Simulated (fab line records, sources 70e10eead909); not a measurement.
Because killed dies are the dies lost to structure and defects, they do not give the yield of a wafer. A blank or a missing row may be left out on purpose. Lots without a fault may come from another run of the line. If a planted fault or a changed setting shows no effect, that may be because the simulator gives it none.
fab line records	flow nandHarc
record: lots: 24	wafers: 72	lastDay: 25
route steps=1159 shown P_ZERO_WELL@59 P_GATE@207 P_CONTACT@237 P_M0@272 P_M1@310
lots that met no fault: from a run of the same line without faults
startH: hours from the record's first day to the start of the lot's first wafer shown	waitH: hours from the lot's prior step to this one	" as in the row above	L1.1+2: several wafers, shown together as one row	- no value present, or no start provided	* or withheld: withheld	< > ~ a bound
route shown NAME@n: names a module that has steps shown in the file, with the first one's number in the route	usual: mean/standard deviation taken from wafers without a fault	same: alike in all rows	chamber/n: place in a boat	sites: readings site by site	_std_site: their standard deviation	_edge_site: inner sites' mean taken away from outer sites' mean	radiusMm: for every site, how far away it sits from the centre of the wafer	mask NAME#n: copy n	behind: the last tool/chamber to shape the wafer	hold: reason for holding the lot/hours on hold/outcome of the hold	device: names the non-switching transistor (n, p or np)	end of line: the same wafers' tests at the end of the route	for a step that has no rows: nothing shown but its recipe	killed: dies lost to structure and defects at the first sort, not the wafer's yield	map: shows each die of a wafer: x if killed, . if not, _ if none is there
set.NAME: the setting as run; set.NAME@STEP: as run at that earlier step	model.NAME: the simulator's own value behind a step, which no gauge read
route steps across a sampled set of lots; one table per step, one row per wafer
services: a tool's chamber out of use, with start hour (startH, from the record's first day; less than 0 if before it), hours out, and reason
== steps ==
step: NHARC_P_ZERO_WELL_CD_MEAS_52
recipe: targetCdNm: 2000	landingEnergyEv: 500
usual: cdNm: 2000.2/1.5
lot.wafer	tool	chamber	startH	waitH	cdNm
L074.1	cdSem-02	0	18.19	-	2002.0
L074.3	"	0	"	"	2000.3
L074.6	"	0	"	"	2000.8
L075.2	cdSem-03	0	23.74	-	2001.5
L075.3	"	0	"	"	2000.1
L075.6	"	0	"	"	1997.3
L076.1	cdSem-01	0	29.89	-	1999.8
L076.4	"	0	"	"	2000.6
L076.5	"	0	"	"	2000.1
L077.1	cdSem-01	0	35.85	-	2001.7
L077.5	"	0	"	"	2000.7
L077.6	"	0	"	"	2001.4
L078.1	cdSem-02	0	41.88	-	2002.6
L078.4	"	0	"	"	2002.1
L078.6	"	0	"	"	1999.0
L079.1	cdSem-01	0	47.67	-	1997.3
L079.4	"	0	"	"	2000.6
L079.6	"	0	"	"	1997.5
L080.2	cdSem-01	0	53.75	-	2001.3
L080.4	"	0	"	"	1997.7
L080.6	"	0	"	"	1998.8
L081.1	cdSem-01	0	59.78	-	2001.7
L081.3	"	0	"	"	2000.9
L081.4	"	0	"	"	1999.6
L082.1	cdSem-03	0	65.80	-	2002.6
L082.2	"	0	"	"	2002.6
L082.4	"	0	"	"	2002.2
L083.1	cdSem-03	0	71.77	-	2000.4
L083.3	"	0	"	"	1998.3
L083.6	"	0	"	"	2000.2
L084.3	cdSem-02	0	77.77	-	2000.3
L084.5	"	0	"	"	1999.0
L084.6	"	0	"	"	1999.6
L085.3	cdSem-02	0	83.98	-	2002.5
L085.4	"	0	"	"	2002.3
L085.5	"	0	"	"	2000.9
L086.1	cdSem-01	0	89.79	-	2000.2
L086.4	"	0	"	"	1998.8
L086.6	"	0	"	"	2000.3
L087.1	cdSem-02	0	95.50	-	2000.0
L087.2	"	0	"	"	1998.2
L087.6	"	0	"	"	1999.6
L088.1	cdSem-01	0	101.90	-	1999.3
L088.3	"	0	"	"	2002.8
L088.5	"	0	"	"	1999.9
L089.1	cdSem-03	0	107.65	-	2001.4
L089.2	"	0	"	"	1999.9
L089.5	"	0	"	"	1999.6
L090.1	cdSem-01	0	113.73	-	1999.2
L090.2	"	0	"	"	2000.4
L090.4	"	0	"	"	2000.0
L091.1	cdSem-01	0	119.88	-	2000.3
L091.3	"	0	"	"	1999.5
L091.4	"	0	"	"	2000.2
L092.1	cdSem-01	0	125.69	-	1998.9
L092.5	"	0	"	"	1999.0
L092.6	"	0	"	"	2001.5
L093.1	cdSem-03	0	131.72	-	1999.3
L093.2	"	0	"	"	1996.6
L093.3	"	0	"	"	1997.6
L094.3	cdSem-02	0	137.59	-	2002.4
L094.4	"	0	"	"	2002.2
L094.6	"	0	"	"	1999.6
L095.1	cdSem-02	0	143.39	-	2001.3
L095.2	"	0	"	"	1998.6
L095.6	"	0	"	"	2002.3
L096.2	cdSem-01	0	149.51	-	2000.5
L096.4	"	0	"	"	2000.4
L096.5	"	0	"	"	2001.8
L097.1	cdSem-01	0	155.66	-	1998.7
L097.3	"	0	"	"	1998.4
L097.6	"	0	"	"	1998.6
step: NHARC_P_GATE_RTA_64
recipe: tempC: 1050	timeS: 1
usual: lampPowerPct: 33.6/1.6	lamp_zone_6_pct: 33.5/1.6	wafer_temp_C_max: 1054.1/1.2
lot.wafer	tool	chamber	startH	waitH	lampPowerPct	lamp_zone_6_pct	wafer_temp_C_max
L075.2	rtpAnneal-02	0	109.94	-	32.3	32.3	1053.7
L075.3	"	0	"	"	32.3	32.3	1053.7
L075.6	"	0	"	"	32.3	32.3	1055.2
L074.1	rtpAnneal-02	0	110.23	-	32.2	32.2	1053.3
L074.3	"	0	"	"	32.3	32.2	1054.2
L074.6	"	0	"	"	32.3	32.3	1054.2
L076.1	rtpAnneal-01	0	122.42	-	35.7	35.6	1055.5
L076.4	"	0	"	"	35.7	35.6	1055.1
L076.5	"	0	"	"	35.7	35.7	1054.7
L077.1	rtpAnneal-02	0	123.02	-	32.3	32.3	1052.4
L077.5	"	0	"	"	32.4	32.3	1052.5
L077.6	"	0	"	"	32.4	32.2	1054.0
L078.1	rtpAnneal-01	0	130.45	-	35.7	35.6	1054.8
L078.4	"	0	"	"	35.7	35.7	1055.4
L078.6	"	0	"	"	35.7	35.6	1055.3
L079.1	rtpAnneal-01	0	135.69	-	35.7	35.5	1054.3
L079.4	"	0	"	"	35.7	35.6	1053.6
L079.6	"	0	"	"	35.6	35.6	1056.1
L080.2	rtpAnneal-02	0	144.57	-	32.3	32.2	1053.3
L080.4	"	0	"	"	32.3	32.3	1052.8
L080.6	"	0	"	"	32.3	32.2	1053.6
L081.1	rtpAnneal-02	0	146.72	-	32.3	32.3	1054.3
L081.3	"	0	"	"	32.3	32.3	1053.2
L081.4	"	0	"	"	32.3	32.2	1053.1
L082.1	rtpAnneal-01	0	154.62	-	35.7	35.6	1054.4
L082.2	"	0	"	"	35.7	35.7	1054.4
L082.4	"	0	"	"	35.7	35.6	1055.6
L083.1	rtpAnneal-01	0	161.00	-	35.7	35.6	1055.8
L083.3	"	0	"	"	35.6	35.5	1054.9
L083.6	"	0	"	"	35.6	35.5	1053.5
L084.3	rtpAnneal-02	0	169.08	-	32.2	32.3	1052.9
L084.5	"	0	"	"	32.3	32.2	1052.6
L084.6	"	0	"	"	32.4	32.3	1052.8
L087.1	rtpAnneal-02	0	181.24	-	32.3	32.2	1052.6
L087.2	"	0	"	"	32.3	32.2	1054.9
L087.6	"	0	"	"	32.3	32.2	1054.6
L085.3	rtpAnneal-01	0	182.63	-	35.7	35.7	1054.7
L085.4	"	0	"	"	35.7	35.7	1057.4
L085.5	"	0	"	"	35.7	35.8	1056.0
L086.1	rtpAnneal-02	0	185.80	-	32.3	32.3	1052.5
L086.4	"	0	"	"	32.4	32.3	1053.0
L086.6	"	0	"	"	32.4	32.3	1051.8
L088.1	rtpAnneal-02	0	189.71	-	32.3	32.2	1053.7
L088.3	"	0	"	"	32.3	32.3	1053.4
L088.5	"	0	"	"	32.4	32.3	1054.2
L089.1	rtpAnneal-01	0	197.31	-	35.7	35.7	1055.5
L089.2	"	0	"	"	35.7	35.6	1054.9
L089.5	"	0	"	"	35.7	35.6	1055.1
L090.1	rtpAnneal-02	0	202.51	-	32.4	32.2	1052.6
L090.2	"	0	"	"	32.3	32.3	1053.8
L090.4	"	0	"	"	32.3	32.2	1053.3
L091.1	rtpAnneal-01	0	213.63	-	35.7	35.7	1056.0
L091.3	"	0	"	"	35.7	35.6	1056.0
L091.4	"	0	"	"	35.6	35.6	1054.5
L092.1	rtpAnneal-02	0	214.96	-	32.3	32.2	1053.1
L092.5	"	0	"	"	32.4	32.3	1052.1
L092.6	"	0	"	"	32.3	32.3	1052.7
L093.1	rtpAnneal-02	0	219.76	-	32.3	32.2	1054.5
L093.2	"	0	"	"	32.3	32.2	1054.2
L093.3	"	0	"	"	32.3	32.3	1052.5
L094.3	rtpAnneal-02	0	225.40	-	32.3	32.2	1053.0
L094.4	"	0	"	"	32.3	32.3	1053.9
L094.6	"	0	"	"	32.2	32.3	1053.4
L095.1	rtpAnneal-01	0	226.04	-	35.7	35.6	1055.3
L095.2	"	0	"	"	35.7	35.6	1055.4
L095.6	"	0	"	"	35.7	35.6	1057.0
L096.2	rtpAnneal-02	0	242.36	-	32.3	32.2	1052.1
L096.4	"	0	"	"	32.3	32.2	1052.5
L096.5	"	0	"	"	32.4	32.2	1054.5
L097.1	rtpAnneal-02	0	248.93	-	32.3	32.3	1053.4
L097.3	"	0	"	"	32.3	32.2	1052.6
L097.6	"	0	"	"	32.3	32.3	1053.9
step: NHARC_P_CONTACT_ETCH_36
recipe: targetDepthA: 2600	overEtchFrac: 0.25	timeS: 406.25	ionEnergyEv: 200	n2FlowSccm: 150	h2FlowSccm: 150	arFlowSccm: 0	rfW: 400	biasW: 150	chemistry: N2/H2
usual: drypumpMotorCurrentA: 6.0/0.4	n2FlowSccm: 150.0/0.45	oesProductAu: 0.997/0.0091	rfVppV: 430.1/2.7	showerheadPlenumPTorr: 2.03/0.094	throttleValvePct: 14.171/0.009
lot.wafer	tool	chamber	startH	waitH	drypumpMotorCurrentA	n2FlowSccm	oesProductAu	rfHoursCounterH	rfVppV	showerheadPlenumPTorr	throttleValvePct
L075.3	rieDiel-08	2	-	-	6.0	149.7	0.999	14	427.3	1.90	14.175
L075.2	"	3	"	"	6.5	150.3	1.009	14	429.0	2.00	14.174
L075.6	"	0	"	"	5.4	150.8	1.012	-	435.7	2.20	14.179
L074.3	rieDiel-01	2	-	-	5.8	149.8	1.009	49	429.1	1.94	14.180
L074.1	"	0	"	"	5.8	150.2	1.002	51	429.7	2.02	14.164
L074.6	"	2	"	"	5.8	149.5	1.013	-	427.5	1.94	14.169
L076.1	rieDiel-12	0	-	-	5.8	150.2	0.999	8	425.8	1.91	14.174
L076.4	"	1	"	"	6.5	149.5	0.987	8	431.9	2.09	14.167
L076.5	"	2	"	"	6.6	150.5	1.004	-	431.2	2.06	14.182
L077.1	rieDiel-12	0	-	-	5.8	149.9	1.005	8	426.5	1.91	14.152
L077.5	"	1	"	"	6.6	150.5	1.004	-	432.4	2.09	14.166
L077.6	"	2	"	"	6.6	149.2	0.999	-	430.9	2.06	14.168
L078.1	rieDiel-12	1	-	-	6.5	151.2	0.996	10	432.1	2.09	14.167
L078.4	"	3	"	"	5.7	149.4	1.006	9	429.2	1.97	14.182
L078.6	"	1	"	"	6.5	151.3	1.003	-	432.6	2.09	14.174
L079.1	rieDiel-08	0	-	-	5.4	149.6	0.990	0	435.2	2.20	14.177
L079.4	"	1	"	"	5.9	150.4	0.995	1	433.6	2.09	14.172
L079.6	"	2	"	"	6.0	150.4	0.988	-	426.7	1.90	14.161
L080.4	rieDiel-08	0	-	-	5.4	149.9	1.002	2	435.1	2.20	14.187
L080.2	"	2	"	"	5.9	149.7	0.985	2	426.7	1.90	14.165
L080.6	"	0	"	"	5.4	149.5	1.007	-	433.4	2.20	14.177
L081.4	rieDiel-08	3	-	-	6.5	149.1	1.001	2	429.9	2.00	14.172
L081.3	"	1	"	"	5.9	150.1	0.986	2	432.8	2.09	14.179
L081.1	"	2	"	"	6.0	149.7	0.989	2	427.0	1.90	14.180
L082.4	rieDiel-08	2	-	-	5.9	149.6	0.983	3	426.9	1.90	14.173
L082.1	"	3	"	"	6.5	149.7	0.998	3	427.0	2.00	14.159
L082.2	"	1	"	"	5.9	150.3	0.984	3	431.4	2.09	14.177
L083.3	rieDiel-08	2	-	-	5.9	149.4	0.991	3	427.0	1.90	14.160
L083.1	"	1	"	"	5.9	150.0	0.999	3	432.2	2.09	14.176
L083.6	"	2	"	"	5.9	149.5	0.990	-	425.8	1.90	14.162
L084.3	rieDiel-12	2	-	-	6.6	149.9	1.002	11	432.3	2.06	14.168
L084.6	"	3	"	"	5.7	150.3	1.005	-	427.4	1.97	14.173
L084.5	"	0	"	"	5.8	150.2	0.997	-	428.6	1.91	14.169
L087.2	rieDiel-08	0	-	-	5.4	149.9	1.006	5	432.5	2.19	14.178
L087.1	"	2	"	"	5.9	149.7	0.986	6	426.3	1.90	14.178
L087.6	"	0	"	"	5.4	149.9	0.996	-	435.1	2.19	14.170
L085.3	rieDiel-01	0	-	-	5.8	149.9	0.987	16	430.3	2.02	14.157
L085.5	"	1	"	"	5.6	150.6	0.986	-	427.4	1.92	14.157
L085.4	"	3	"	"	6.0	150.5	0.984	-	430.5	2.07	14.172
L086.4	rieDiel-08	2	-	-	5.9	150.2	0.995	6	427.2	1.90	14.183
L086.1	"	0	"	"	5.4	150.6	0.999	6	433.6	2.19	14.158
L086.6	"	2	"	"	6.0	150.4	0.999	-	426.6	1.90	14.171
L088.1	rieDiel-12	0	-	-	5.8	149.8	0.985	15	426.9	1.91	14.179
L088.3	"	2	"	"	6.5	150.0	0.996	13	430.7	2.05	14.166
L088.5	"	3	"	"	5.7	150.5	0.999	-	427.3	1.96	14.163
L089.2	rieDiel-12	2	-	-	6.5	150.3	1.003	14	431.2	2.05	14.179
L089.1	"	3	"	"	5.7	150.2	1.002	15	429.1	1.96	14.154
L089.5	"	1	"	"	6.5	150.3	1.000	-	430.5	2.09	14.172
L090.1	rieDiel-08	2	-	-	6.0	149.7	1.004	7	426.1	1.90	14.174
L090.2	"	3	"	"	6.5	149.7	0.996	7	427.2	2.00	14.178
L090.4	"	0	"	"	5.4	150.2	1.016	7	434.5	2.19	14.163
L091.3	rieDiel-12	1	-	-	6.5	150.1	1.013	1	432.5	2.09	14.167
L091.4	"	2	"	"	6.6	149.5	0.996	1	432.2	2.05	14.171
L091.1	"	0	"	"	5.8	150.3	1.010	1	427.0	1.91	14.173
L092.1	rieDiel-01	3	-	-	6.0	150.4	0.983	28	430.9	2.06	14.173
L092.6	"	0	"	"	5.8	150.3	0.993	-	431.1	2.01	14.172
L092.5	"	1	"	"	5.6	150.4	1.002	-	427.9	1.92	14.170
L093.1	rieDiel-12	2	-	-	6.6	150.1	1.003	2	431.3	2.05	14.168
L093.2	"	0	"	"	5.8	150.2	1.003	2	425.6	1.91	14.159
L093.3	"	1	"	"	6.5	149.6	1.004	2	431.6	2.09	14.170
L094.3	rieDiel-01	3	-	-	6.0	150.8	0.984	34	430.9	2.06	14.180
L094.4	"	0	"	"	5.8	149.9	0.987	31	428.3	2.01	14.169
L094.6	"	2	"	"	5.8	150.3	1.006	-	427.1	1.93	14.168
L095.1	rieDiel-08	2	-	-	6.0	150.3	0.989	10	427.2	1.90	14.160
L095.2	"	3	"	"	6.5	150.2	0.993	10	429.9	1.99	14.157
L095.6	"	0	"	"	5.4	149.7	1.006	-	434.3	2.19	14.168
L096.2	rieDiel-08	0	-	-	5.3	150.0	1.002	11	434.8	2.19	14.173
L096.4	"	1	"	"	5.9	150.4	0.985	11	432.0	2.09	14.177
L096.5	"	3	"	"	6.5	149.4	0.994	-	430.0	1.99	14.168
L097.3	rieDiel-08	3	-	-	6.5	149.6	0.993	12	428.6	1.99	14.192
L097.1	"	0	"	"	5.4	149.9	0.994	12	434.8	2.19	14.175
L097.6	"	0	"	"	5.4	149.8	1.003	-	434.6	2.19	14.184
step: NHARC_P_CONTACT_ETCH_18
recipe: targetDepthA: 4810	timeS: 240.5	c4f8FlowSccm: 20	o2FlowSccm: 10	arFlowSccm: withheld	rfW: 600	biasW: 1500	chemistry: C4F8/O2/Ar
usual: oesProductAu: 0.958/0.018	rfVppV: 977/5.9
lot.wafer	tool	chamber	startH	waitH	oesProductAu	rfHoursCounterH	rfVppV
L075.2	rieDiel-08	0	-	-	0.968	14	987
L075.3	"	2	"	"	0.966	14	970
L075.6	"	1	"	"	0.965	-	983
L074.1	rieDiel-01	0	-	-	0.952	51	978
L074.3	"	1	"	"	0.972	54	970
L074.6	"	1	"	"	0.978	-	970
L076.1	rieDiel-12	2	-	-	0.939	6	980
L076.4	"	3	"	"	0.967	8	973
L076.5	"	0	"	"	0.950	-	970
L077.1	rieDiel-12	0	-	-	0.939	9	969
L077.6	"	2	"	"	0.961	-	979
L077.5	"	3	"	"	0.958	-	972
L078.1	rieDiel-12	2	-	-	0.929	7	979
L078.4	"	3	"	"	0.936	9	973
L078.6	"	1	"	"	0.934	-	982
L079.1	rieDiel-08	0	-	-	0.986	1	987
L079.4	"	1	"	"	0.956	1	981
L079.6	"	0	"	"	0.990	-	987
L080.4	rieDiel-08	0	-	-	0.986	2	988
L080.2	"	1	"	"	0.981	2	982
L080.6	"	3	"	"	0.969	-	976
L081.1	rieDiel-08	3	-	-	0.974	2	977
L081.3	"	0	"	"	0.963	2	988
L081.4	"	1	"	"	0.941	2	980
L082.1	rieDiel-08	0	-	-	0.933	3	988
L082.2	"	2	"	"	0.909	3	969
L082.4	"	3	"	"	0.932	3	977
L083.3	rieDiel-08	3	-	-	0.979	4	975
L083.1	"	2	"	"	0.951	4	970
L083.6	"	0	"	"	0.980	-	987
L084.3	rieDiel-12	2	-	-	0.971	11	978
L084.5	"	1	"	"	0.959	-	981
L084.6	"	2	"	"	0.979	-	979
L087.2	rieDiel-08	0	-	-	0.925	6	987
L087.1	"	1	"	"	0.922	6	981
L087.6	"	3	"	"	0.929	-	977
L085.3	rieDiel-01	0	-	-	0.963	16	976
L085.4	"	0	"	"	0.957	-	977
L085.5	"	3	"	"	0.952	-	981
L086.4	rieDiel-08	2	-	-	0.971	6	969
L086.1	"	0	"	"	0.954	6	989
L086.6	"	1	"	"	0.976	-	982
L088.3	rieDiel-12	2	-	-	0.976	13	978
L088.1	"	3	"	"	0.988	14	974
L088.5	"	2	"	"	0.977	-	979
L089.1	rieDiel-12	2	-	-	0.978	14	979
L089.2	"	3	"	"	0.972	15	974
L089.5	"	2	"	"	0.987	-	979
L090.2	rieDiel-08	2	-	-	0.972	7	969
L090.1	"	3	"	"	0.962	7	975
L090.4	"	1	"	"	0.970	7	981
L091.4	rieDiel-12	0	-	-	0.954	1	971
L091.3	"	1	"	"	0.965	1	983
L091.1	"	3	"	"	0.966	1	973
L092.1	rieDiel-01	3	-	-	0.963	28	979
L092.6	"	2	"	"	0.979	-	972
L092.5	"	3	"	"	0.963	-	981
L093.1	rieDiel-12	0	-	-	0.958	2	970
L093.2	"	1	"	"	0.963	2	981
L093.3	"	2	"	"	0.982	3	981
L094.3	rieDiel-01	2	-	-	0.949	26	971
L094.4	"	0	"	"	0.941	32	976
L094.6	"	2	"	"	0.948	-	972
L095.2	rieDiel-08	0	-	-	0.964	10	987
L095.1	"	1	"	"	0.955	10	980
L095.6	"	3	"	"	0.966	-	976
L096.2	rieDiel-08	2	-	-	0.941	12	971
L096.4	"	3	"	"	0.950	12	974
L096.5	"	2	"	"	0.953	-	970
L097.1	rieDiel-08	3	-	-	0.948	12	974
L097.3	"	0	"	"	0.944	12	987
L097.6	"	3	"	"	0.957	-	975
step: NHARC_P_M0_DEGAS_28
recipe: tempC: 250	timeS: 60
usual: heaterPowerW: 343/30
lot.wafer	tool	chamber	startH	waitH	heaterPowerW
L075.2	pvdSputter-03	-	119.80	-	258
L075.3	"	-	"	"	380
L075.6	"	-	"	"	340
L074.3	pvdSputter-01	-	120.37	-	327
L074.1	"	-	"	"	361
L074.6	"	-	"	"	332
L076.4	pvdSputter-01	-	130.81	-	353
L076.1	"	-	"	"	414
L076.5	"	-	"	"	329
L077.1	pvdSputter-03	-	131.84	-	317
L077.5	"	-	"	"	350
L077.6	"	-	"	"	251
L078.4	pvdSputter-02	-	141.37	-	361
L078.1	"	-	"	"	345
L078.6	"	-	"	"	355
L079.4	pvdSputter-01	-	147.60	-	329
L079.1	"	-	"	"	350
L079.6	"	-	"	"	393
L080.2	pvdSputter-02	-	153.37	-	312
L080.4	"	-	"	"	338
L080.6	"	-	"	"	301
L081.3	pvdSputter-01	-	156.48	-	333
L081.4	"	-	"	"	369
L081.1	"	-	"	"	372
L082.4	pvdSputter-03	-	165.38	-	360
L082.1	"	-	"	"	336
L082.2	"	-	"	"	271
L083.3	pvdSputter-02	-	169.59	-	357
L083.1	"	-	"	"	308
L083.6	"	-	"	"	308
L084.3	pvdSputter-01	-	187.14	-	334
L084.5	"	-	"	"	386
L084.6	"	-	"	"	319
L087.1	pvdSputter-03	-	190.53	-	367
L087.2	"	-	"	"	362
L087.6	"	-	"	"	272
L085.4	pvdSputter-02	-	191.64	-	313
L085.3	"	-	"	"	304
L085.5	"	-	"	"	315
L086.4	pvdSputter-01	-	197.11	-	357
L086.1	"	-	"	"	363
L086.6	"	-	"	"	361
L088.3	pvdSputter-01	-	199.05	-	359
L088.1	"	-	"	"	369
L088.5	"	-	"	"	348
L089.2	pvdSputter-02	-	205.82	-	312
L089.1	"	-	"	"	331
L089.5	"	-	"	"	304
L090.2	pvdSputter-01	-	218.27	-	330
L090.4	"	-	"	"	366
L090.1	"	-	"	"	351
L091.4	pvdSputter-01	-	221.85	-	335
L091.3	"	-	"	"	362
L091.1	"	-	"	"	359
L092.1	pvdSputter-02	-	224.43	-	336
L092.5	"	-	"	"	343
L092.6	"	-	"	"	307
L093.2	pvdSputter-02	-	227.80	-	335
L093.1	"	-	"	"	345
L093.3	"	-	"	"	307
L094.3	pvdSputter-01	-	236.40	-	367
L094.4	"	-	"	"	325
L094.6	"	-	"	"	362
L095.1	pvdSputter-02	-	236.90	-	306
L095.2	"	-	"	"	351
L095.6	"	-	"	"	310
L096.2	pvdSputter-01	-	250.46	-	361
L096.4	"	-	"	"	357
L096.5	"	-	"	"	379
L097.1	pvdSputter-01	-	260.42	-	361
L097.3	"	-	"	"	388
L097.6	"	-	"	"	359
step: NHARC_P_M1_ANNEAL_31
recipe: tempC: 225	timeS: 90
usual: wafer_temp_C_max: 225.89/0.28
lot.wafer	tool	chamber	startH	waitH	wafer_temp_C_max
L075.2	rtpAnneal-02	0	125.56	0.3	226.06
L075.3	"	0	"	"	226.05
L075.6	"	0	"	"	225.94
L074.1	rtpAnneal-01	0	125.99	-	226.52
L074.3	"	0	"	"	225.92
L074.6	"	0	"	"	226.55
L076.1	rtpAnneal-02	0	135.72	0.3	225.78
L076.4	"	0	"	"	225.80
L076.5	"	0	"	"	225.66
L077.1	rtpAnneal-02	0	136.71	-	225.95
L077.5	"	0	"	"	225.84
L077.6	"	0	"	"	225.57
L078.1	rtpAnneal-01	0	146.59	0.3	225.90
L078.4	"	0	"	"	225.71
L078.6	"	0	"	"	225.80
L079.1	rtpAnneal-01	0	152.62	-	226.33
L079.4	"	0	"	"	225.93
L079.6	"	0	"	"	226.79
L080.2	rtpAnneal-02	0	158.61	0.4	226.10
L080.4	"	0	"	"	225.59
L080.6	"	0	"	"	225.77
L081.1	rtpAnneal-02	0	161.77	0.3	225.59
L081.3	"	0	"	"	225.53
L081.4	"	0	"	"	225.46
L082.1	rtpAnneal-02	0	170.68	-	225.82
L082.2	"	0	"	"	225.86
L082.4	"	0	"	"	226.15
L083.1	rtpAnneal-01	0	174.38	-	226.36
L083.3	"	0	"	"	226.35
L083.6	"	0	"	"	226.44
L084.3	rtpAnneal-02	0	192.12	-	225.86
L084.5	"	0	"	"	225.51
L084.6	"	0	"	"	225.72
L087.1	rtpAnneal-02	0	195.44	0.3	225.90
L087.2	"	0	"	"	225.70
L087.6	"	0	"	"	225.52
L085.3	rtpAnneal-02	0	196.65	0.3	225.99
L085.4	"	0	"	"	226.64
L085.5	"	0	"	"	225.89
L086.1	rtpAnneal-01	0	202.41	-	226.01
L086.4	"	0	"	"	226.23
L086.6	"	0	"	"	225.85
L088.1	rtpAnneal-01	0	204.22	-	226.13
L088.3	"	0	"	"	226.38
L088.5	"	0	"	"	226.22
L089.1	rtpAnneal-02	0	211.26	-	225.85
L089.2	"	0	"	"	225.80
L089.5	"	0	"	"	225.60
L090.1	rtpAnneal-02	0	223.14	-	226.06
L090.2	"	0	"	"	225.95
L090.4	"	0	"	"	225.88
L091.1	rtpAnneal-02	0	227.01	0.3	225.85
L091.3	"	0	"	"	225.80
L091.4	"	0	"	"	225.79
L092.1	rtpAnneal-01	0	229.47	0.4	225.72
L092.5	"	0	"	"	225.99
L092.6	"	0	"	"	226.24
L093.1	rtpAnneal-02	0	232.98	0.3	225.67
L093.2	"	0	"	"	225.73
L093.3	"	0	"	"	225.97
L094.3	rtpAnneal-01	0	241.73	0.6	226.00
L094.4	"	0	"	"	225.89
L094.6	"	0	"	"	225.94
L095.1	rtpAnneal-02	0	241.94	0.4	226.01
L095.2	"	0	"	"	225.92
L095.6	"	0	"	"	225.96
L096.2	rtpAnneal-02	0	255.63	0.4	225.74
L096.4	"	0	"	"	225.66
L096.5	"	0	"	"	225.52
L097.1	rtpAnneal-02	0	265.51	0.5	225.67
L097.3	"	0	"	"	225.50
L097.6	"	0	"	"	225.63
== services ==
tool	chamber	startH	hours	kind
rieDiel-01	1	88.31	12.5	repair
rieDiel-12	2	94.88	10.5	repair
rieDiel-08	0	103.87	-	clean
rieDiel-08	1	103.87	-	clean
rieDiel-08	2	103.87	-	clean
rieDiel-08	3	103.87	-	clean
rieDiel-12	3	110.45	1.9	repair
rieDiel-08	-	124.80	9.0	pm
rieDiel-08	0	124.80	9.0	ventCycle
rieDiel-08	1	124.80	9.0	ventCycle
rieDiel-08	-	134.70	0.3	repair
rieDiel-01	-	137.82	9.0	pm
pvdSputter-03	-	140.79	10.0	pm
pvdSputter-02	-	142.52	9.4	repair
pvdSputter-01	-	158.00	10.0	pm
rtpAnneal-02	-	162.90	3.9	repair
rieDiel-01	2	173.13	22.8	repair
rieDiel-12	3	173.84	5.4	repair
rieDiel-12	-	202.40	9.0	pm
pvdSputter-02	-	214.00	10.0	pm
pvdSputter-02	-	250.14	2.0	repair
rieDiel-01	1	255.60	2.0	repair
rieDiel-01	0	260.84	5.2	repair
pvdSputter-02	-	264.23	1.5	repair
== key ==
fault none
